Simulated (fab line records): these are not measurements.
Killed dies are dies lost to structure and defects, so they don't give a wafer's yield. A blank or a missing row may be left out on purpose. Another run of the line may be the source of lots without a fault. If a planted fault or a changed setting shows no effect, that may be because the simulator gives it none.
One fault seen from 2 desks	flow n5 finfet	every desk sees just its own numbers, and what lay behind them comes last

## DESK OF THE TOOL OWNER: litho track-01
The tool's own readings at N5_BEOL_M3_COAT_68 (time 60 s, resist thk 12 nm): means of the sampled wafers that have a number, for each lot that ran on this tool. The brackets show how far a lot's mean lies from the usual mean; more than 4 standard deviations puts the lot out of limits, marked OUT.
Columns: A = spin speed rpm at N5_BEOL_M3_COAT_68, usual 1500.2 rpm
lot	first seen here	A
L997	day 7 03:01	1500.3
L100	day 8 04:38	1499.2
L101	day 8 09:50	1499.8
L115	day 12 02:46	1463.7 (-36) OUT
L116	day 12 05:18	1463.0 (-37) OUT
This desk's finding: out of limits on L115, L116; first on L115, day 12 02:46 (spin speed rpm at N5_BEOL_M3_COAT_68). Within limits: L997, L100, L101.

## AT THE METROLOGY DESK
Means of the sampled wafers that have a number, per lot and without regard to the tool the lot ran on: this is what the gauges read. The brackets show how far a lot's mean lies from the usual mean; more than 4 standard deviations puts the lot out of limits, marked OUT. Shown here are 7 of its 12 readings, the ones lying furthest out on some lot.
Columns: A = M3_OVL at N5_BEOL_M3_OVL_MEAS_12, usual -0.2 nm; B = cd nm at N5_BEOL_M3_CD_MEAS_28, usual 25.60 nm; C = DIBL_N at N5_BEOL_M4_RC_MEAS_101, usual 36.2 mV/V; D = ION_N at N5_BEOL_M4_RC_MEAS_101, usual 679 uA/um; E = ION_P at N5_BEOL_M4_RC_MEAS_101, usual 465 uA/um; F = SS_P at N5_BEOL_M4_RC_MEAS_101, usual 73.2 mV/dec; G = VT_P at N5_BEOL_M4_RC_MEAS_101, usual -250 mV
lot	first seen here	A	B	C	D	E	F	G
L997	day 7 02:27	-0.6	25.99	36.3	683	464	73.4	-250
L999	day 7 18:50	-0.2	25.64	35.3	679	465	73.4	-249
L100	day 8 04:01	-0.1	25.59	36.3	673	465	73.7	-246
L101	day 8 09:12	-0.2	25.54	37.4	685	464	74.0	-252
L102	day 9 08:20	-0.2	25.69	36.4	688	470	73.1	-247
L106	day 9 19:50	-1.1	25.67	36.2	684	473	72.6	-246
L115	day 12 02:11	0.0	25.50	34.7	658	460	72.8	-248
L116	day 12 04:44	0.3	25.56	35.8	673	467	73.3	-249
L117	day 12 23:14	-0.7	25.81	35.1	678	468	72.8	-250
L118	day 13 01:11	-0.2	25.51	36.2	669	458	73.2	-248
This desk found nothing out of limits on any of the 10 lots.

## BROUGHT TOGETHER
At day 12 02:46, on L115, L116, the tool owner's desk was in a position to raise an alarm.
At the metrology desk, nothing out of limits was observed.
The metrology desk holds a record of L115, L116, inside its limits.
Every lot named ran N5_BEOL_M3_COAT_68 on litho track-01.

## WHAT HAD BEEN PUT IN BY THE SIMULATOR
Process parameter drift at N5_BEOL_M3_COAT_68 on litho track-01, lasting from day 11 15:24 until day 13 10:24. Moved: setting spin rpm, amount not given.
Struck lots among those shown: L115, L116.
Delay in hours, fault start to first out-of-limits reading, by desk: the tool owner's desk at 11.
